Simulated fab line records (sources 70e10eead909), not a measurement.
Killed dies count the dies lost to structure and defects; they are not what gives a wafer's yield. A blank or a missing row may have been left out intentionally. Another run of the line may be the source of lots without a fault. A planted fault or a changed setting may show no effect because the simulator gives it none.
Matching of chambers / flow nand_harc / 4 sister chambers for NHARC_A_CHANNEL_HOLE_D1_DESCUM_15 on rie_diel-07
The step chemistry O2, time 3 s. 8 wafers are shown with their chamber, then 8 later ones without.

## WAFERS PAIRED WITH THEIR CHAMBERS
wafer=L085.2; chamber=3; drypump_motor_current_A (A)=5.3; showerhead_plenum_p_Torr (Torr)=1.96
wafer=L086.1; chamber=1; drypump_motor_current_A (A)=5.7; showerhead_plenum_p_Torr (Torr)=1.93
wafer=L086.4; chamber=2; drypump_motor_current_A (A)=6.7; showerhead_plenum_p_Torr (Torr)=1.95
wafer=L086.5; chamber=1; drypump_motor_current_A (A)=5.7; showerhead_plenum_p_Torr (Torr)=1.93
wafer=L091.2; chamber=2; drypump_motor_current_A (A)=6.7; showerhead_plenum_p_Torr (Torr)=1.95
wafer=L091.5; chamber=0; drypump_motor_current_A (A)=6.3; showerhead_plenum_p_Torr (Torr)=1.87
wafer=L091.6; chamber=3; drypump_motor_current_A (A)=5.4; showerhead_plenum_p_Torr (Torr)=1.95
wafer=L092.3; chamber=0; drypump_motor_current_A (A)=6.3; showerhead_plenum_p_Torr (Torr)=1.87

## WAFERS WITH NO CHAMBER GIVEN
wafer=L092.5; drypump_motor_current_A (A)=6.7; showerhead_plenum_p_Torr (Torr)=1.95
wafer=L092.6; drypump_motor_current_A (A)=5.7; showerhead_plenum_p_Torr (Torr)=1.92
wafer=L093.1; drypump_motor_current_A (A)=6.2; showerhead_plenum_p_Torr (Torr)=1.86
wafer=L093.2; drypump_motor_current_A (A)=5.3; showerhead_plenum_p_Torr (Torr)=1.95
wafer=L093.3; drypump_motor_current_A (A)=5.7; showerhead_plenum_p_Torr (Torr)=1.92
wafer=L094.1; drypump_motor_current_A (A)=5.7; showerhead_plenum_p_Torr (Torr)=1.92
wafer=L094.2; drypump_motor_current_A (A)=6.3; showerhead_plenum_p_Torr (Torr)=1.86
wafer=L094.3; drypump_motor_current_A (A)=6.7; showerhead_plenum_p_Torr (Torr)=1.95

## CHAMBER TAKEN BY EACH
wafer=L092.5; from the rows above=2; in truth=2
wafer=L092.6; from the rows above=1; in truth=1
wafer=L093.1; from the rows above=0; in truth=0
wafer=L093.2; from the rows above=3; in truth=3
wafer=L093.3; from the rows above=1; in truth=1
wafer=L094.1; from the rows above=1; in truth=1
wafer=L094.2; from the rows above=0; in truth=0
wafer=L094.3; from the rows above=2; in truth=2
Correct placement for 8 of the 8. Number that these rows cannot place: 0. Wrongly placed: 0.
How it was worked out, from the rows above alone: a wafer's distance from a chamber is the root of the sum, over the readings, of the square of ((its reading less the chamber's mean) divided by the reading's scatter). The wafer belongs to the nearest chamber; if the next one is less than 2 further off, it can't be placed. For every chamber, the mean is computed from those of its wafers that are shown. The scatter is the square root of a quotient: the sum, over the shown wafers, of each reading's squared deviation from its chamber's mean, divided by wafers minus chambers.
